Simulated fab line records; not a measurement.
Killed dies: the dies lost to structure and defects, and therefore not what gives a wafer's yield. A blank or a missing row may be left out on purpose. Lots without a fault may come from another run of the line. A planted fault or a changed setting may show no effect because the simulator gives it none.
fab line records	flow nand-harc
[record] lots = 24	wafers = 72	last-day = 25
route steps=1159 shown A_STAIRCASE@652
lots with no fault: from the same line, run without faults
start-h: hours from the record's opening day to when the first of the lot's shown wafers began	wait-h: hours from the lot's prior step to this one	" the same as in the row above	L1.1+2: one row covering several wafers at once	- no value, or no start was given	* or withheld: withheld	< > ~ a bound
route shown NAME@n: names a module that has steps shown in the file, with the first one's number in the route	usual: average and standard deviation across the fault-free wafers	same: alike in all rows	chamber/n: place in a boat	sites: per-site readings	_std_site: the standard deviation of these	_edge_site: outer sites' mean less inner sites'	radius-mm: how far each site lies from the wafer's centre	mask NAME#n: copy n	behind: the last tool/chamber to shape the wafer	hold: reason for holding the lot/hours on hold/outcome of the hold	device: which transistor (n, p or np) failed to switch	end of line: the tests these same wafers got at the end of their route	where a step has no rows: the recipe by itself	killed: dies lost to structure and defects at the first sort, not the wafer's yield	map: dies across one wafer; x = killed, . = not, _ = none there
set.NAME: the run value of the setting; set.NAME@STEP: its run value at that earlier step	model.NAME: the simulator's own value behind a step, which no gauge read
a sample of lots followed through the steps of the route, with each step as a table and each wafer as a row
services: a tool's chamber out of use, with start hour (start-h, from the record's first day; less than 0 if before it), hours out, and reason
[[steps]]
[step NHARC_A_STAIRCASE_HM_DEP_456]
[recipe] target-thk-a = 15000	temp-c = 400	material = aC
[usual] throttle-valve-pct = 34.999/0.0093
lot.wafer	tool	chamber	start-h	wait-h	throttle-valve-pct
L075.1	acl-dep-03	0	257.59	-	34.999
L075.4	"	0	"	"	35.008
L075.6	"	0	"	"	35.003
L074.1	acl-dep-01	0	260.71	-	34.998
L074.2	"	0	"	"	35.009
L074.5	"	0	"	"	35.003
L076.3	acl-dep-03	0	262.10	-	34.984
L076.4	"	0	"	"	34.995
L076.5	"	0	"	"	34.988
L077.4	acl-dep-01	0	265.61	-	34.992
L077.5	"	0	"	"	35.003
L077.6	"	0	"	"	35.001
L079.1	acl-dep-01	0	274.82	-	35.000
L079.4	"	0	"	"	34.996
L079.5	"	0	"	"	34.985
L078.1	acl-dep-03	0	275.70	-	35.026
L078.3	"	0	"	"	34.997
L078.4	"	0	"	"	34.999
L081.1	acl-dep-02	0	286.41	-	35.001
L081.3	"	0	"	"	35.005
L081.6	"	0	"	"	35.008
L080.1	acl-dep-03	0	287.16	-	35.011
L080.3	"	0	"	"	35.003
L080.4	"	0	"	"	34.999
L083.1	acl-dep-03	0	305.50	-	34.988
L083.2	"	0	"	"	34.994
L083.4	"	0	"	"	34.985
L082.1	acl-dep-02	0	306.25	-	35.004
L082.2	"	0	"	"	35.001
L082.4	"	0	"	"	35.000
L085.1	acl-dep-01	0	306.70	-	34.997
L085.4	"	0	"	"	35.004
L085.5	"	0	"	"	34.984
L084.4	acl-dep-03	0	308.24	-	34.996
L084.5	"	0	"	"	35.005
L084.6	"	0	"	"	34.995
L086.1	acl-dep-02	0	320.11	-	35.006
L086.3	"	0	"	"	35.000
L086.5	"	0	"	"	34.976
L088.1	acl-dep-01	0	325.35	-	34.976
L088.3	"	0	"	"	34.986
L088.5	"	0	"	"	35.007
L087.1	acl-dep-01	0	329.04	-	34.999
L087.5	"	0	330.26	-	35.004
L087.6	"	0	"	"	34.998
L090.1	acl-dep-01	0	350.41	-	34.988
L090.3	"	0	"	"	34.990
L090.6	"	0	"	"	35.011
L091.4	acl-dep-03	0	352.47	-	34.990
L091.5	"	0	"	"	34.985
L091.6	"	0	"	"	35.002
L089.1	acl-dep-01	0	353.18	-	35.006
L089.2	"	0	"	"	34.990
L089.6	"	0	354.73	-	34.998
L092.1	acl-dep-01	0	357.41	-	35.006
L092.2	"	0	"	"	35.001
L092.3	"	0	"	"	35.004
L093.2	acl-dep-02	0	362.87	-	35.005
L093.3	"	0	"	"	34.983
L093.6	"	0	"	"	35.002
L094.2	acl-dep-03	0	370.27	-	35.003
L094.4	"	0	"	"	34.984
L094.5	"	0	"	"	34.993
L097.3	acl-dep-03	0	377.50	-	34.996
L097.4	"	0	"	"	35.007
L097.6	"	0	"	"	34.991
L095.3	acl-dep-01	0	379.16	-	35.003
L095.5	"	0	"	"	35.002
L095.6	"	0	"	"	34.981
L096.1	acl-dep-02	0	380.72	-	35.014
L096.2	"	0	"	"	35.000
L096.3	"	0	"	"	35.000
[step NHARC_A_STAIRCASE_ETCH_453]
[recipe] target-depth-a = 300	overetch-a = 30	time-s = 16.5	ion-energy-ev = 100	cf4-flow-sccm = 80	o2-flow-sccm = 20	ar-flow-sccm = 0	rf-w = 300	bias-w = 100	chemistry = CF4/O2
[usual] drypump-motor-current-A = 5.73/0.25	mfc-ar-sccm = 0.011/0.014	oes_ar_750_au = 1.000/0.0046	oes_f_703_au = 1.001/0.0047	oes-product-au = 1.004/0.012	rf-vpp-V = 197.4/1.5	showerhead-plenum-p-Torr = 1.31/0.06	throttle-valve-pct = 13.396/0.0094
lot.wafer	tool	chamber	start-h	wait-h	drypump-motor-current-A	mfc-ar-sccm	oes_ar_750_au	oes_f_703_au	oes-product-au	rf-hours-counter-h	rf-vpp-V	showerhead-plenum-p-Torr	throttle-valve-pct
L075.4	rie-diel-01	0	-	-	5.66	0	1.001	0.993	1.016	45	199.3	1.34	13.399
L075.1	"	2	"	"	5.72	0.031	1.000	1.005	1.007	46	195.9	1.24	13.397
L075.6	"	3	"	"	5.97	0	1.001	1.010	0.975	-	194.9	1.26	13.409
L074.1	rie-diel-01	2	-	-	5.70	0.031	0.995	1.007	1.012	48	196.0	1.24	13.400
L074.2	"	3	"	"	5.92	0	0.997	1.006	0.998	43	196.5	1.26	13.389
L074.5	"	3	"	"	5.93	0	0.998	0.997	0.997	-	196.6	1.26	13.399
L076.4	rie-diel-01	0	-	-	5.66	0	1.000	1.000	1.028	47	198.1	1.34	13.398
L076.3	"	2	"	"	5.72	0.031	1.002	1.004	0.999	48	196.2	1.24	13.369
L076.5	"	0	"	"	5.66	0	0.995	1.002	1.029	-	199.1	1.34	13.388
L077.4	rie-diel-01	3	-	-	5.95	0	1.001	1.000	0.985	45	197.4	1.26	13.400
L077.6	"	2	"	"	5.70	0.031	0.999	1.003	1.025	-	196.0	1.24	13.397
L077.5	"	3	"	"	5.92	0	1.006	0.997	0.993	-	196.3	1.26	13.384
L079.1	rie-diel-01	3	-	-	5.95	0	1.004	1.002	0.986	48	195.7	1.26	13.400
L079.4	"	2	"	"	5.70	0.031	0.998	1.009	1.003	52	194.6	1.23	13.402
L079.5	"	3	"	"	5.98	0	1.002	0.992	0.987	-	195.5	1.26	13.391
L078.1	rie-diel-02	1	-	-	6.19	0.018	1.004	0.992	1.008	44	199.8	1.32	13.394
L078.3	"	2	"	"	5.77	0.016	0.999	1.002	1.003	44	197.2	1.35	13.389
L078.4	"	3	"	"	5.26	0.028	0.993	0.997	0.990	35	197.0	1.31	13.389
L080.1	rie-diel-01	2	-	-	5.72	0.031	0.999	1.002	1.006	58	195.8	1.23	13.401
L080.4	"	3	"	"	5.93	0	0.999	0.997	0.987	51	196.5	1.26	13.393
L080.3	"	0	"	"	5.66	0	0.996	1.008	1.016	56	197.6	1.34	13.391
L081.1	rie-diel-01	3	-	-	5.93	0	0.990	0.993	0.995	51	196.2	1.26	13.384
L081.3	"	1	"	"	5.37	0	1.001	0.996	1.000	51	194.8	1.26	13.408
L081.6	"	3	"	"	5.93	0	1.002	0.999	0.995	-	197.1	1.26	13.396
L082.1	rie-diel-02	2	-	-	5.77	0.016	1.010	1.010	0.996	55	197.8	1.35	13.416
L082.4	"	0	"	"	5.99	0	0.995	0.995	1.006	54	196.1	1.28	13.396
L082.2	"	1	"	"	6.18	0.018	1.003	0.989	1.003	54	198.5	1.32	13.371
L083.1	rie-diel-02	1	-	-	6.16	0.018	0.999	1.005	1.022	54	196.8	1.32	13.384
L083.2	"	2	"	"	5.75	0.016	0.999	1.000	0.983	56	199.3	1.35	13.393
L083.4	"	3	"	"	5.26	0.028	0.999	1.001	0.992	47	198.7	1.31	13.396
L085.1	rie-diel-02	3	-	-	5.29	0.028	0.998	1.005	0.986	47	198.0	1.31	13.405
L085.4	"	1	"	"	6.18	0.018	0.995	1.002	0.989	55	196.7	1.32	13.405
L085.5	"	3	"	"	5.29	0.028	1.001	1.009	0.992	-	197.6	1.31	13.412
L084.4	rie-diel-02	1	-	-	6.16	0.018	0.997	1.002	1.013	55	197.5	1.32	13.385
L084.6	"	3	"	"	5.28	0.028	1.009	0.996	1.006	-	197.5	1.31	13.406
L084.5	"	0	"	"	6.01	0	1.006	1.002	1.005	-	196.7	1.28	13.399
L086.1	rie-diel-01	3	-	-	5.96	0	1.009	0.994	0.995	2	196.8	1.26	13.391
L086.3	"	1	"	"	5.35	0	1.005	1.006	0.995	3	195.2	1.25	13.398
L086.5	"	3	"	"	5.94	0	0.993	1.006	0.984	-	195.6	1.26	13.398
L088.1	rie-diel-01	1	-	-	5.36	0	0.993	0.996	0.986	4	196.4	1.25	13.403
L088.3	"	3	"	"	5.92	0	0.994	1.003	0.985	3	196.2	1.26	13.395
L088.5	"	2	"	"	5.70	0.031	0.995	1.003	1.005	-	200.9	1.44	13.402
L087.1	rie-diel-01	3	-	-	5.94	0	1.010	0.997	1.000	4	195.5	1.26	13.396
L087.6	"	2	"	"	5.68	0.031	1.000	0.995	1.015	-	199.3	1.44	13.391
L087.5	"	3	"	"	5.97	0	1.004	1.001	1.011	-	195.9	1.26	13.396
L090.1	rie-diel-01	3	-	-	5.91	0	1.005	1.005	1.014	17	196.1	1.26	13.389
L090.3	"	0	"	"	5.65	0	1.002	0.995	0.994	17	199.0	1.34	13.399
L090.6	"	2	"	"	5.71	0.031	1.008	0.999	1.010	-	200.7	1.44	13.387
L091.4	rie-diel-07	2	-	-	5.93	0.039	1.001	1.005	1.004	47	199.5	1.33	13.406
L091.6	"	2	"	"	5.91	0.039	0.998	1.004	1.006	-	198.0	1.33	13.408
L091.5	"	3	"	"	6.16	0	0.993	1.001	1.011	-	198.8	1.39	13.409
L089.2	rie-diel-01	1	-	-	5.38	0	1.000	0.999	1.000	16	194.2	1.25	13.407
L089.1	"	2	"	"	5.74	0.031	0.998	1.000	1.020	16	199.7	1.44	13.407
L089.6	"	3	"	"	5.94	0	1.000	0.998	1.015	-	196.2	1.26	13.394
L092.2	rie-diel-07	2	-	-	5.92	0.039	1.000	0.998	1.014	48	197.5	1.33	13.396
L092.1	"	3	"	"	6.15	0	0.998	0.993	1.010	49	197.8	1.39	13.427
L092.3	"	0	"	"	5.51	0.017	0.999	0.997	1.006	46	199.8	1.38	13.402
L093.2	rie-diel-01	1	-	-	5.35	0	1.007	1.003	0.993	20	195.3	1.25	13.407
L093.3	"	2	"	"	5.70	0.031	0.991	1.001	0.994	19	200.7	1.44	13.401
L093.6	"	3	"	"	5.93	0	0.990	1.002	0.997	-	197.2	1.26	13.405
L094.4	rie-diel-07	1	-	-	5.62	0	1.003	0.999	1.020	53	198.0	1.36	13.396
L094.2	"	0	"	"	5.53	0.017	1.002	1.004	0.992	50	198.7	1.37	13.382
L094.5	"	2	"	"	5.90	0.039	0.998	0.999	1.012	-	198.4	1.33	13.388
L097.3	rie-diel-02	3	-	-	5.29	0.028	0.992	0.996	1.010	17	195.3	1.31	13.402
L097.4	"	0	"	"	6.02	0	0.994	0.995	1.008	20	197.3	1.27	13.399
L097.6	"	2	"	"	5.72	0.016	0.994	1.003	0.980	-	196.2	1.34	13.380
L095.3	rie-diel-01	1	-	-	5.39	0	0.997	1.003	0.991	24	196.5	1.25	13.393
L095.6	"	2	"	"	5.71	0.031	1.006	0.999	1.003	-	199.3	1.44	13.402
L095.5	"	3	"	"	5.96	0	1.009	0.998	0.999	-	197.6	1.25	13.394
L096.3	rie-diel-01	0	-	-	5.65	0	1.005	1.004	0.998	27	197.4	1.34	13.371
L096.1	"	2	"	"	5.72	0.031	1.001	1.006	0.996	23	199.5	1.44	13.404
L096.2	"	3	"	"	5.92	0	0.999	1.003	0.998	26	196.2	1.25	13.410
[step NHARC_A_STAIRCASE_ETCHBACK_416]
[recipe] target-depth-a = 360	time-s = 7.2	c4f8-flow-sccm = withheld	o2-flow-sccm = 8	ar-flow-sccm = withheld	rf-w = 600	bias-w = 800	chemistry = C4F8/O2/Ar
[usual] oes-product-au = 0.936/0.023	rf-vpp-V = 722/4.6
lot.wafer	tool	chamber	start-h	wait-h	oes-product-au	rf-hours-counter-h	rf-vpp-V
L075.1	rie-diel-02	2	-	-	0.911	40	725
L075.4	"	3	"	"	0.924	31	722
L075.6	"	2	"	"	0.918	-	726
L074.2	rie-diel-01	2	-	-	0.938	49	715
L074.1	"	3	"	"	0.913	44	717
L074.5	"	3	"	"	0.918	-	718
L076.4	rie-diel-01	1	-	-	0.931	42	718
L076.3	"	2	"	"	0.935	49	717
L076.5	"	0	"	"	0.945	-	725
L077.4	rie-diel-01	2	-	-	0.941	52	715
L077.5	"	2	"	"	0.935	-	716
L077.6	"	3	"	"	0.920	-	717
L079.4	rie-diel-07	3	-	-	0.943	18	729
L079.1	"	1	"	"	0.939	18	725
L079.5	"	3	"	"	0.929	-	728
L078.4	rie-diel-01	1	-	-	1.010	46	718
L078.1	"	2	"	"	1.003	54	715
L078.3	"	3	"	"	0.985	49	717
L080.1	rie-diel-01	1	-	-	0.930	52	716
L080.3	"	2	"	"	0.933	60	716
L080.4	"	0	"	"	0.927	58	724
L081.1	rie-diel-07	3	-	-	0.932	25	728
L081.3	"	0	"	"	0.927	26	726
L081.6	"	3	"	"	0.943	-	727
L082.4	rie-diel-02	0	-	-	0.928	56	720
L082.1	"	2	"	"	0.933	57	725
L082.2	"	3	"	"	0.922	49	721
L083.2	rie-diel-02	0	-	-	0.932	56	720
L083.1	"	2	"	"	0.934	58	723
L083.4	"	3	"	"	0.921	49	722
L085.1	rie-diel-02	1	-	-	0.929	56	722
L085.4	"	2	"	"	0.934	58	724
L085.5	"	1	"	"	0.932	-	722
L084.4	rie-diel-07	3	-	-	0.924	33	728
L084.5	"	2	"	"	0.937	-	723
L084.6	"	3	"	"	0.934	-	729
L086.3	rie-diel-01	0	-	-	0.931	3	723
L086.1	"	1	"	"	0.919	4	718
L086.5	"	2	"	"	0.940	-	731
L088.1	rie-diel-01	0	339.87	3.1	0.933	5	725
L088.3	"	2	"	"	0.935	6	734
L088.5	"	0	"	"	0.918	-	723
L087.1	rie-diel-01	0	-	-	0.927	5	724
L087.5	"	1	"	"	0.932	-	716
L087.6	"	2	"	"	0.957	-	731
L090.3	rie-diel-01	2	-	-	0.929	17	732
L090.1	"	3	"	"	0.939	19	717
L090.6	"	1	"	"	0.932	-	718
L091.4	rie-diel-02	2	-	-	0.909	13	724
L091.6	"	1	"	"	0.933	-	721
L091.5	"	2	"	"	0.902	-	725
L089.2	rie-diel-02	0	-	-	0.909	15	720
L089.1	"	2	"	"	0.913	13	725
L089.6	"	0	"	"	0.912	-	719
L092.3	rie-diel-01	2	-	-	1.004	19	730
L092.2	"	3	"	"	1.010	20	716
L092.1	"	0	"	"	0.997	21	723
L093.3	rie-diel-01	0	-	-	0.925	22	723
L093.2	"	1	"	"	0.923	21	717
L093.6	"	3	"	"	0.937	-	716
L094.2	rie-diel-01	1	-	-	0.926	22	716
L094.4	"	0	"	"	0.929	25	722
L094.5	"	1	"	"	0.916	-	718
L097.4	rie-diel-02	3	-	-	0.924	18	722
L097.3	"	1	"	"	0.942	22	723
L097.6	"	2	"	"	0.917	-	723
L095.3	rie-diel-01	3	-	-	0.927	27	717
L095.5	"	2	"	"	0.936	-	732
L095.6	"	3	"	"	0.930	-	716
L096.3	rie-diel-02	1	-	-	0.941	23	720
L096.1	"	2	"	"	0.913	20	724
L096.2	"	0	"	"	0.929	23	718
[step NHARC_A_STAIRCASE_DEP_417]
[recipe] target-thk-a = 600	step-coverage-pct = 20	temp-c = 400	target-thk-nm = 60	flow-sccm = 200	rf-w = 450	material = Si3N4
[usual] heater-power-outer-w = 417/46	heater-power-w = 710/69	showerhead-vpp-V = 1313/51
lot.wafer	tool	chamber	start-h	wait-h	heater-power-outer-w	heater-power-w	showerhead-vpp-V
L075.1	pecvd-04	2	271.82	-	503	836	1265
L075.4	"	1	"	"	381	632	1335
L075.6	"	1	"	"	388	637	1355
L074.1	pecvd-03	2	273.84	-	459	723	1310
L074.2	"	1	"	"	426	750	1262
L074.5	"	2	"	"	446	745	1328
L076.4	pecvd-04	2	274.95	-	424	735	1270
L076.3	"	1	"	"	432	703	1382
L076.5	"	1	"	"	431	713	1337
L077.5	pecvd-01	0	280.52	-	369	645	1421
L077.4	"	1	"	"	474	812	1313
L077.6	"	2	"	"	460	793	1258
L079.1	pecvd-03	0	287.00	-	384	638	1268
L079.4	"	1	"	"	458	760	1228
L079.5	"	2	"	"	437	699	1312
L078.1	pecvd-01	0	288.59	-	366	620	1432
L078.3	"	1	"	"	449	779	1336
L078.4	"	2	"	"	436	734	1260
L080.1	pecvd-04	2	301.28	-	504	847	1259
L080.3	"	1	"	"	399	672	1378
L080.4	"	0	"	"	395	708	1315
L081.1	pecvd-04	0	302.30	-	369	703	1308
L081.3	"	2	"	"	436	744	1259
L081.6	"	0	"	"	380	687	1325
L082.1	pecvd-04	0	319.07	-	416	734	1325
L082.2	"	1	"	"	416	680	1323
L082.4	"	0	"	"	413	734	1306
L083.1	pecvd-01	0	320.04	-	390	635	1416
L083.2	"	1	"	"	451	805	1332
L083.4	"	1	"	"	473	798	1324
L085.1	pecvd-04	1	320.27	-	381	633	1369
L085.4	"	0	"	"	364	695	1319
L085.5	"	2	"	"	486	815	1261
L084.6	pecvd-03	1	321.62	-	386	685	1251
L084.5	"	2	"	"	451	742	1351
L084.4	"	0	"	"	337	577	1297
L086.1	pecvd-04	1	334.19	-	389	648	1370
L086.3	"	0	"	"	354	658	1310
L086.5	"	1	"	"	399	641	1385
L088.3	pecvd-03	2	340.06	-	436	725	1313
L088.1	"	1	"	"	451	737	1259
L088.5	"	0	"	"	355	599	1288
L087.1	pecvd-01	2	341.42	-	348	631	1245
L087.6	"	2	"	"	360	654	1283
L087.5	"	1	"	"	489	810	1338
L090.1	pecvd-01	1	368.18	-	437	745	1333
L090.3	"	2	"	"	416	729	1241
L090.6	"	0	"	"	390	659	1426
L091.5	pecvd-04	1	369.74	-	412	663	1360
L091.4	"	2	"	"	453	765	1274
L091.6	"	0	"	"	394	721	1300
L089.2	pecvd-03	0	370.28	-	329	576	1304
L089.1	"	1	"	"	413	723	1245
L089.6	"	2	"	"	396	692	1336
L092.2	pecvd-01	0	371.52	-	401	669	1425
L092.3	"	1	"	"	464	783	1344
L092.1	"	2	"	"	448	775	1275
L093.3	pecvd-03	0	377.30	-	355	622	1286
L093.2	"	1	"	"	404	685	1265
L093.6	"	1	"	"	386	699	1246
L094.2	pecvd-03	1	383.66	-	437	747	1264
L094.4	"	0	"	"	348	594	1296
L094.5	"	2	"	"	418	727	1317
L097.3	pecvd-04	0	390.85	-	438	773	1320
L097.6	"	2	"	"	414	696	1287
L097.4	"	0	"	"	427	772	1328
L095.3	pecvd-01	2	392.20	-	443	782	1279
L095.6	"	2	"	"	443	759	1272
L095.5	"	0	"	"	363	613	1416
L096.3	pecvd-04	1	393.87	-	465	733	1361
L096.1	"	2	"	"	443	732	1274
L096.2	"	0	"	"	333	613	1300
[step NHARC_A_STAIRCASE_DEP_151]
[recipe] target-thk-a = 38000	temp-c = 400	target-thk-nm = 3800	teos-flow-sccm = 200	rf-w = 500	material = SiO2
[usual] heater-power-outer-w = 362/55	heater-power-w = 635/80
lot.wafer	tool	chamber	start-h	wait-h	heater-power-outer-w	heater-power-w
L074.2	pecvd-03	1	285.55	0.4	455	767
L074.1	"	0	"	"	351	600
L074.5	"	2	"	"	354	634
L075.1	pecvd-01	1	285.63	0.5	448	740
L075.4	"	1	"	"	394	662
L075.6	"	0	"	"	290	528
L076.3	pecvd-04	2	291.57	0.4	460	786
L076.4	"	2	"	"	377	654
L076.5	"	0	"	"	295	603
L077.5	pecvd-03	0	291.86	0.7	297	526
L077.6	"	1	"	"	355	640
L077.4	"	2	"	"	358	604
L078.3	pecvd-04	1	299.07	0.5	387	627
L078.1	"	0	"	"	301	597
L078.4	"	2	"	"	371	667
L079.1	pecvd-01	1	299.17	0.6	442	752
L079.5	"	1	"	"	379	659
L079.4	"	2	"	"	331	606
L080.1	pecvd-01	2	313.30	0.4	387	700
L080.3	"	0	"	"	361	625
L080.4	"	0	"	"	294	539
L081.3	pecvd-04	1	313.39	0.5	385	636
L081.1	"	2	"	"	417	722
L081.6	"	2	"	"	390	650
L082.2	pecvd-04	2	331.34	0.4	420	714
L082.1	"	1	"	"	424	682
L082.4	"	0	"	"	297	582
L083.1	pecvd-01	1	331.44	0.5	447	737
L083.2	"	2	"	"	429	742
L083.4	"	1	"	"	372	664
L085.1	pecvd-03	0	331.67	0.7	289	518
L085.4	"	0	"	"	261	480
L085.5	"	1	"	"	355	632
L084.6	pecvd-01	1	332.20	1.2	379	675
L084.5	"	2	"	"	338	626
L084.4	"	0	"	"	287	514
L086.1	pecvd-01	2	346.44	0.6	389	687
L086.3	"	1	"	"	407	698
L086.5	"	2	"	"	330	615
L088.3	pecvd-03	0	353.75	0.4	274	502
L088.1	"	1	"	"	382	647
L088.5	"	1	"	"	335	611
L087.1	pecvd-01	1	353.94	0.6	482	799
L087.5	"	0	"	"	299	544
L087.6	"	1	"	"	380	698
L090.3	pecvd-03	2	382.13	0.4	429	734
L090.1	"	1	"	"	438	756
L090.6	"	0	"	"	263	477
L091.4	pecvd-01	0	382.62	0.9	289	520
L091.5	"	1	"	"	368	667
L091.6	"	2	"	"	335	615
L089.1	pecvd-03	2	382.71	1.0	400	679
L089.2	"	1	"	"	406	698
L089.6	"	0	"	"	266	472
L092.2	pecvd-01	0	382.90	1.1	350	598
L092.3	"	1	"	"	401	703
L092.1	"	2	"	"	413	717
L093.2	pecvd-03	0	389.35	0.4	355	593
L093.3	"	1	"	"	392	698
L093.6	"	2	"	"	330	604
L094.2	pecvd-01	0	395.66	0.4	370	622
L094.5	"	1	"	"	383	670
L094.4	"	2	"	"	339	620
L097.3	pecvd-03	0	402.90	0.5	324	548
L097.4	"	2	"	"	335	590
L097.6	"	1	"	"	349	626
L095.3	pecvd-01	0	403.02	0.6	379	631
L095.5	"	1	"	"	382	661
L095.6	"	2	"	"	335	609
L096.2	pecvd-04	2	403.03	0.6	463	769
L096.1	"	0	"	"	410	741
L096.3	"	1	"	"	443	711
[step NHARC_A_STAIRCASE_ETCH_444]
[recipe] target-depth-a = 1.02e+05	time-s = 3400	c4f8-flow-sccm = 20	o2-flow-sccm = 10	ar-flow-sccm = withheld	rf-w = 600	bias-w = 1000	chemistry = C4F8/O2
[usual] oes-product-au = 0.932/0.013	rf-vpp-V = 806/4.9
lot.wafer	tool	chamber	start-h	wait-h	oes-product-au	rf-hours-counter-h	rf-vpp-V
L074.1	rie-diel-02	2	308.76	0.1	0.926	52	808
L074.2	"	3	"	"	0.921	44	805
L074.5	"	2	"	"	0.927	-	807
L075.4	rie-diel-07	3	309.10	0.3	0.921	27	813
L075.1	"	0	"	"	0.913	27	810
L075.6	"	3	"	"	0.927	-	812
L076.3	rie-diel-07	2	318.33	0.4	0.930	30	808
L076.4	"	0	"	"	0.927	32	811
L076.5	"	2	"	"	0.938	-	806
L077.4	rie-diel-07	2	320.04	2.0	0.929	32	808
L077.6	"	0	"	"	0.930	-	811
L077.5	"	1	"	"	0.949	-	809
L079.4	rie-diel-01	1	324.32	0.2	0.943	1	801
L079.1	"	3	"	"	0.946	1	801
L079.5	"	2	"	"	0.962	-	816
L078.4	rie-diel-07	0	324.32	0.1	0.933	35	810
L078.3	"	1	"	"	0.948	34	809
L078.1	"	2	"	"	0.930	33	807
L080.3	rie-diel-07	2	339.21	0.1	0.932	37	807
L080.1	"	3	"	"	0.920	38	812
L080.4	"	1	"	"	0.944	39	808
L081.1	rie-diel-02	1	339.45	0.4	0.933	1	806
L081.3	"	3	"	"	0.934	1	806
L081.6	"	1	"	"	0.937	-	806
L082.1	rie-diel-01	3	357.26	0.1	0.953	12	801
L082.4	"	1	"	"	0.963	13	798
L082.2	"	2	"	"	0.973	12	815
L083.1	rie-diel-02	1	357.53	0.3	0.969	9	806
L083.4	"	2	"	"	0.930	7	808
L083.2	"	3	"	"	0.921	7	805
L084.4	rie-diel-01	3	358.69	1.5	0.961	14	800
L084.5	"	3	"	"	0.956	-	801
L084.6	"	0	"	"	0.950	-	806
L085.1	rie-diel-02	1	358.72	1.4	0.956	11	806
L085.4	"	3	"	"	0.931	8	806
L085.5	"	2	"	"	0.941	-	809
L086.3	rie-diel-01	1	369.47	0.3	0.928	18	799
L086.1	"	3	"	"	0.924	19	800
L086.5	"	1	"	"	0.912	-	800
L088.1	rie-diel-07	3	380.41	0.1	0.928	54	812
L088.3	"	0	"	"	0.920	51	809
L088.5	"	0	"	"	0.929	-	809
L087.1	rie-diel-01	2	380.97	0.8	0.930	20	815
L087.5	"	3	"	"	0.932	-	801
L087.6	"	0	"	"	0.924	-	808
L090.1	rie-diel-01	0	409.72	0.1	0.920	35	807
L090.3	"	3	"	"	0.923	32	799
L090.6	"	0	"	"	0.923	-	807
L089.1	rie-diel-02	2	409.77	0.1	0.920	25	807
L089.2	"	3	"	"	0.924	25	804
L089.6	"	2	"	"	0.915	-	807
L091.4	rie-diel-01	0	411.36	0.2	0.915	37	809
L091.5	"	0	"	"	0.911	-	808
L091.6	"	1	"	"	0.922	-	800
L092.3	rie-diel-01	0	412.80	1.6	0.927	39	806
L092.2	"	2	"	"	0.925	33	816
L092.1	"	3	"	"	0.925	33	799
L093.3	rie-diel-01	3	416.01	0.5	0.927	35	801
L093.2	"	0	"	"	0.924	41	807
L093.6	"	1	"	"	0.927	-	798
L094.2	rie-diel-01	3	422.12	0.8	0.917	36	798
L094.4	"	0	"	"	0.917	43	808
L094.5	"	2	"	"	0.936	-	814
L095.3	rie-diel-01	3	427.28	0.1	0.923	39	800
L095.6	"	3	"	"	0.929	-	801
L095.5	"	0	"	"	0.928	-	807
L097.4	rie-diel-02	3	427.60	0.6	0.913	32	805
L097.3	"	0	"	"	0.916	34	800
L097.6	"	1	"	"	0.936	-	806
L096.3	rie-diel-07	0	427.62	0.1	0.941	3	809
L096.1	"	1	"	"	0.930	4	807
L096.2	"	2	"	"	0.934	4	806
[[services]]
tool	chamber	start-h	hours	kind
pecvd-03	-	233.74	1.1	repair
pecvd-01	-	237.50	13.0	pm
rie-diel-01	0	244.98	-	clean
rie-diel-01	1	244.98	-	clean
rie-diel-01	2	244.98	-	clean
rie-diel-01	3	244.98	-	clean
acl-dep-01	-	250.04	3.7	repair
rie-diel-01	0	269.53	-	clean
rie-diel-01	1	269.53	-	clean
rie-diel-01	2	269.53	-	clean
rie-diel-01	3	269.53	-	clean
pecvd-04	0	270.08	21.1	repair
rie-diel-01	3	288.44	4.6	repair
pecvd-03	-	292.48	13.0	pm
acl-dep-01	-	293.70	13.0	pm
rie-diel-02	-	297.41	0.8	repair
rie-diel-02	-	327.99	9.0	pm
rie-diel-07	0	347.99	10.7	repair
acl-dep-02	-	349.56	13.0	pm
pecvd-04	-	376.41	13.0	pm
rie-diel-01	3	398.37	5.3	repair
rie-diel-07	-	405.20	9.0	pm
acl-dep-03	-	406.53	13.0	pm
pecvd-01	-	418.50	13.0	pm
[[key]]
fault none
